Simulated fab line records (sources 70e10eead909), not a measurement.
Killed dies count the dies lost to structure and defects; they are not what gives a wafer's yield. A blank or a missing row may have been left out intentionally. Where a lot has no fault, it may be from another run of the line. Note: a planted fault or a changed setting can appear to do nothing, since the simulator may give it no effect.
Matching of chambers :: flow nand_harc :: 4 sister chambers for NHARC_A_WL_FILL_ALD_10 on ald_hk-01
The step deposits SiO2, target thk 50 nm, pulse time 10 s, ald cycles 500. 4 wafers are shown with their chamber, then 8 later ones without.

EACH WAFER AND ITS CHAMBER
wafer: L080.4
chamber: 0
heater_power_w (W): 389

wafer: L090.2
chamber: 2
heater_power_w (W): 451

wafer: L090.5
chamber: 3
heater_power_w (W): 573

wafer: L091.3
chamber: 1
heater_power_w (W): 504

WAFERS WITHOUT THEIR CHAMBER
wafer: L091.4
heater_power_w (W): 368

wafer: L091.5
heater_power_w (W): 507

wafer: L094.4
heater_power_w (W): 458

wafer: L094.1
heater_power_w (W): 567

wafer: L094.2
heater_power_w (W): 515

wafer: L094.3
heater_power_w (W): 381

wafer: L094.5
heater_power_w (W): 573

wafer: L094.6
heater_power_w (W): 452

CHAMBER TAKEN BY EACH
wafer: L091.4
from the rows above: 0
in truth: 0

wafer: L091.5
from the rows above: 1
in truth: 1

wafer: L094.4
from the rows above: 2
in truth: 2

wafer: L094.1
from the rows above: 3
in truth: 3

wafer: L094.2
from the rows above: 1
in truth: 1

wafer: L094.3
from the rows above: 0
in truth: 0

wafer: L094.5
from the rows above: 3
in truth: 3

wafer: L094.6
from the rows above: 2
in truth: 2
Correct placement for 8 of the 8. From these rows, 0 cannot be placed. Number placed wrongly: 0.
How it was worked out, from the rows above alone: a wafer's distance from a chamber is the root of the sum, over the readings, of the square of ((its reading less the chamber's mean) divided by the reading's scatter). If the next closest chamber is less than 2 further off than the closest, the wafer can't be placed; otherwise it belongs to the closest. The mean given for a chamber averages the wafers shown for that chamber. The scatter (one wafer shown for each chamber): square how far every hidden wafer sits from the nearest shown wafer, average those squares and take the square root.
